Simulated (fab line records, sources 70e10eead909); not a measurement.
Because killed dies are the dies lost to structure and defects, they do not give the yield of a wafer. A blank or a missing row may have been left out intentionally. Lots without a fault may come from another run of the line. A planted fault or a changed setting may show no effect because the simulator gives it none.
Which tool did it? -- flow nandHarc -- Sampling: 13 lots, 39 wafers, 6 of 1159 route steps

== WHAT EACH GAUGE READ, for each wafer ==
NHARC_P_GATE_CD_MEAS_91 targets a cd of 2000 nm. Usual: 2000.0 nm for cdNm, sd 2.2.
lot,measured,on,cdNm (nm),flag
L963,day 5 11:43,cdSem-03,1998.3 1997.6 1999.2,
L966,day 6 00:20,cdSem-03,2000.1 2000.5 1998.9,
L965,day 6 01:04,cdSem-02,2001.4 1997.3 1998.6,
L967,day 6 08:04,cdSem-01,1998.2 2002.6 2002.0,
L970,day 7 01:31,cdSem-01,1996.9 1998.2 1998.6,
L969,day 7 02:01,cdSem-03,2001.9 2001.5 2001.2,
L971,day 7 13:05,cdSem-02,2006.0 2004.5 2000.9,
L972,day 7 13:35,cdSem-03,1998.4 2001.6 1998.9,
L973,day 7 23:44,cdSem-01,2003.1 2002.4 2000.9,
L974,day 8 00:35,cdSem-02,2000.0 1996.2 1998.1,
L981,day 9 17:52,cdSem-02,1995.5 1997.6 1999.1,
L985,day 10 22:17,cdSem-03,2002.0 1999.7 2000.1,
L986,day 10 22:29,cdSem-01,2003.5 2001.6 1999.3,

NHARC_P_GATE_INSPECT_68. Usual: 220 for rawDefectCount, sd 81.
lot,measured,on,rawDefectCount,flag
L963,day 5 14:55,defectInspect-02,104 254 212,
L966,day 6 03:25,defectInspect-01,224 206 148,
L965,day 6 04:13,defectInspect-02,185 81 134,
L967,day 6 11:10,defectInspect-01,406 119 194,
L970,day 7 04:37,defectInspect-01,209 191 229,
L969,day 7 05:25,defectInspect-02,177 147 310,
L971,day 7 16:10,defectInspect-02,178 278 173,
L972,day 7 16:48,defectInspect-01,342 189 162,
L973,day 8 02:54,defectInspect-01,792 872 870,OFF
L974,day 8 03:40,defectInspect-02,853 820 859,OFF
L981,day 9 20:57,defectInspect-02,195 149 270,
L985,day 11 01:40,defectInspect-01,320 149 343,
L986,day 11 01:58,defectInspect-01,272 236 159,

NHARC_END_SORT_01. Usual: killedAtArray 28, standard deviation 11; killedAtOther 0.8, standard deviation 1.1; killedAtPeriphery 3.3, standard deviation 2.8; killedDies 32, standard deviation 11; killedOpen 3.3, standard deviation 1.9; killedShort 1.9, standard deviation 1.4.
lot,measured,on,killedAtArray,killedAtOther,killedAtPeriphery,killedDies,killedOpen,killedShort,flag
L973,day 21 17:04,prober-02,30 19 29,0 1 1,70 81 62,100 101 92,2 1 7,2 1 1,OFF
L974,day 22 06:13,prober-01,27 30 30,1 0 0,66 92 88,94 122 118,6 2 5,3 7 1,OFF

== TOOL THAT RAN EACH LOT (tool first, then ch and the chambers of the sampled wafers, then the start) ==
lot,NHARC_P_GATE_STRIP_106,NHARC_P_GATE_STRIP_111,NHARC_P_GATE_STRIP_113
L963,"rieDiel-02 ch 1,2,3, day 4 20:00","plasmaAsher-02 ch 0,1, day 5 08:59","plasmaAsher-02 ch 0,1, day 5 12:14"
L966,"rieDiel-02 ch 0,1,3, day 5 08:00","plasmaAsher-02 ch 0,1, day 5 21:32","plasmaAsher-02 ch 0,1, day 6 01:13"
L965,"rieDiel-07 ch 1,3, day 5 08:00","plasmaAsher-01 ch 0,1, day 5 22:14","plasmaAsher-01 ch 0,1, day 6 01:50"
L967,"rieDiel-02 ch 1,2,3, day 5 17:00","plasmaAsher-01 ch 0,1, day 6 05:22","plasmaAsher-01 ch 0,1, day 6 08:38"
L970,"rieDiel-04 ch 1,2, day 6 10:00","plasmaAsher-02 ch 0,1, day 6 22:41","plasmaAsher-02 ch 0,1, day 7 02:05"
L969,"rieDiel-04 ch 0,1,3, day 6 11:00","plasmaAsher-01 ch 0,1, day 6 23:07","plasmaAsher-02 ch 0,1, day 7 02:59"
L971,"rieDiel-02 ch 0,1,2, day 6 21:00","plasmaAsher-02 ch 0,1, day 7 09:58","plasmaAsher-01 ch 0,1, day 7 13:37"
L972,"rieDiel-02 ch 0,1,3, day 6 22:00","plasmaAsher-02 ch 0,1, day 7 10:43","plasmaAsher-02 ch 0,1, day 7 14:15"
L973,"rieDiel-04 ch 0,3, day 7 08:00","plasmaAsher-01 ch 0,1, day 7 21:01","plasmaAsher-02 ch 0,1, day 8 00:42"
L974,"rieDiel-04 ch 0,3, day 7 09:00","plasmaAsher-02 ch 0,1, day 7 21:43","plasmaAsher-01 ch 0, day 8 01:14"
L981,"rieDiel-02 ch 0,2,3, day 9 02:00","plasmaAsher-01 ch 0,1, day 9 15:01","plasmaAsher-02 ch 0,1, day 9 18:23"
L985,"rieDiel-02 ch 0,1,2, day 10 07:00","plasmaAsher-01 ch 0,1, day 10 19:20","plasmaAsher-02 ch 0,1, day 10 22:59"
L986,"rieDiel-04 ch 0,1, day 10 07:00","plasmaAsher-02 ch 0,1, day 10 19:31","plasmaAsher-01 ch 0,1, day 10 23:40"
- NHARC_P_GATE_STRIP_106: strips in O2/COS.
- NHARC_P_GATE_STRIP_111: strips in N2/H2, time 250 s.
- NHARC_P_GATE_STRIP_113: strips in N2/H2, time 740 s.

== AS READ BY THE TOOLS THEMSELVES (means over the sampled wafers that have a number; for cases with no such wafer, the mark the record gives instead) ==
NHARC_P_GATE_STRIP_111. Usual: drypumpMotorCurrentA 5.6 A, standard deviation 0.49; heaterPowerW 88 W, standard deviation 5.4; tempC 110.00 C, standard deviation 0.15.
lot,tool,drypumpMotorCurrentA (A),heaterPowerW (W),tempC (C),flag
L963,plasmaAsher-02,5.7,90,110.02,
L966,plasmaAsher-02,5.3,88,110.12,
L965,plasmaAsher-01,5.6,90,110.05,
L967,plasmaAsher-01,5.7,87,109.95,
L970,plasmaAsher-02,5.7,90,109.97,
L969,plasmaAsher-01,5.7,87,110.12,
L971,plasmaAsher-02,5.3,87,109.99,
L972,plasmaAsher-02,5.7,89,110.12,
L973,plasmaAsher-01,5.6,92,110.08,
L974,plasmaAsher-02,5.3,85,109.94,
L981,plasmaAsher-01,5.7,87,110.11,
L985,plasmaAsher-01,5.7,87,110.08,
L986,plasmaAsher-02,5.7,86,109.66,

NHARC_P_GATE_STRIP_113. Usual: drypumpMotorCurrentA 5.6 A, standard deviation 0.46; heaterPowerW 88 W, standard deviation 5.5; tempC 109.99 C, standard deviation 0.13.
lot,tool,drypumpMotorCurrentA (A),heaterPowerW (W),tempC (C),flag
L963,plasmaAsher-02,5.3,86,110.04,
L966,plasmaAsher-02,5.7,90,109.99,
L965,plasmaAsher-01,5.6,92,110.06,
L967,plasmaAsher-01,5.7,89,109.89,
L970,plasmaAsher-02,5.7,88,110.06,
L969,plasmaAsher-02,5.3,87,109.90,
L971,plasmaAsher-01,5.6,90,110.05,
L972,plasmaAsher-02,5.3,87,110.02,
L973,plasmaAsher-02,5.3,87,110.08,
L974,plasmaAsher-01,5.5,94,109.81,
L981,plasmaAsher-02,5.3,83,109.92,
L985,plasmaAsher-02,5.3,82,109.89,
L986,plasmaAsher-01,5.6,91,110.10,

== THE ANSWER, worked out from the rows above alone ==
Rule: a lot counts as off when the mean over its wafers that have a number is more than 3 standard deviations away from the usual mean. A lot without any number at a reading at which 4 lots or more have one is off too. Any other lot the step has rows for is counted as sound. First the gauges in route order, then the tools' own readings, where a lot's mean is used as printed above. At the first step where some lot is off, the reading lying furthest off is the one used; lots without a number count as furthest.
Off at NHARC_P_GATE_INSPECT_68 (rawDefectCount): L973, L974.
If a tool, at a process step before that reading, ran all the lots that are off and no sound lot after the first of them, it fits. Not tried: the gauges at NHARC_P_GATE_INSPECT_68; whatever is off there is also off at NHARC_END_SORT_01, on other tools, and gauge error can't account for it. Not one of the candidates tried fits.

== WHAT WAS PUT IN BY THE SIMULATOR ==
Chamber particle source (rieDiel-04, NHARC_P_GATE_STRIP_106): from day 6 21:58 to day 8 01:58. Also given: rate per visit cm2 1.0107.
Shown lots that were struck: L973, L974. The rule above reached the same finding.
